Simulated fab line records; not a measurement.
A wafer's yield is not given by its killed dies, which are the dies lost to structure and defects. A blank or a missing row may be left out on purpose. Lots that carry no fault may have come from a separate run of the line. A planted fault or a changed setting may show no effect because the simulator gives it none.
Matching of chambers | flow nand_harc | 4 sister chambers for NHARC_A_STAIRCASE_ETCH_169 on rie_diel-12
The step etches the open film in CH3F/O2, target depth 50 nm, time 107.1 s. 14 wafers are shown with their chamber, then 7 later ones without.

## WAFERS WITH THEIR CHAMBER
wafer  | chamber | drypump_motor_current_A (A) | showerhead_plenum_p_Torr (Torr) | rf_vpp_V (V)
L076.1 | 2       | 6.0                         | 2.65                            | 247.1
L076.3 | 1       | 5.5                         | 2.35                            | 242.1
L076.6 | 2       | 6.0                         | 2.65                            | 247.6
L077.1 | 0       | 5.6                         | 2.49                            | 245.2
L077.5 | 1       | 5.6                         | 2.34                            | 241.4
L077.6 | 2       | 6.0                         | 2.64                            | 246.8
L080.4 | 0       | 5.6                         | 2.49                            | 244.0
L080.5 | 1       | 5.6                         | 2.34                            | 242.8
L080.6 | 2       | 6.0                         | 2.64                            | 249.0
L090.3 | 1       | 5.6                         | 2.32                            | 241.1
L090.5 | 3       | 5.1                         | 2.46                            | 245.0
L090.6 | 0       | 5.6                         | 2.47                            | 244.9
L092.2 | 0       | 5.6                         | 2.47                            | 243.0
L092.3 | 1       | 5.5                         | 2.32                            | 242.7

SIGNATURES, as means of the wafers listed above
reading                  | chamber 0 | chamber 1 | chamber 2 | chamber 3 | scatter within a chamber
drypump_motor_current_A  | 5.600     | 5.560     | 6.000     | 5.100     | 0.0346
showerhead_plenum_p_Torr | 2.4800    | 2.3340    | 2.6450    | 2.4600    | 0.011
rf_vpp_V                 | 244.275   | 242.020   | 247.625   | 245.000   | 0.9
Rule: a wafer lies at a distance from a chamber equal to the root of the sum of squares, over the readings, of (its reading less the chamber's mean, divided by the reading's scatter). If the next closest chamber is less than 2 further off than the closest, the wafer can't be placed; otherwise it belongs to the closest. The scatter: the root of (the sum of the squares of (reading less its chamber's mean) over the shown wafers, divided by (wafers less chambers)).

## WAFERS WHOSE CHAMBER IS MISSING
wafer  | drypump_motor_current_A (A) | showerhead_plenum_p_Torr (Torr) | rf_vpp_V (V)
L092.5 | 5.6                         | 2.47                            | 245.2
L093.1 | 5.1                         | 2.46                            | 245.2
L093.4 | 6.0                         | 2.62                            | 247.5
L093.5 | 5.1                         | 2.46                            | 243.8
L095.2 | 5.6                         | 2.32                            | 242.1
L095.4 | 5.6                         | 2.47                            | 243.4
L095.5 | 5.6                         | 2.32                            | 241.1

## WHICH CHAMBER EACH WENT THROUGH
wafer  | from the rows above | in truth
L092.5 | 0                   | 0
L093.1 | 3                   | 3
L093.4 | 2                   | 2
L093.5 | 3                   | 3
L095.2 | 1                   | 1
L095.4 | 0                   | 0
L095.5 | 1                   | 1
Correctly placed: 7 of 7. Can't be placed from these rows: 0. Wrongly placed: 0.
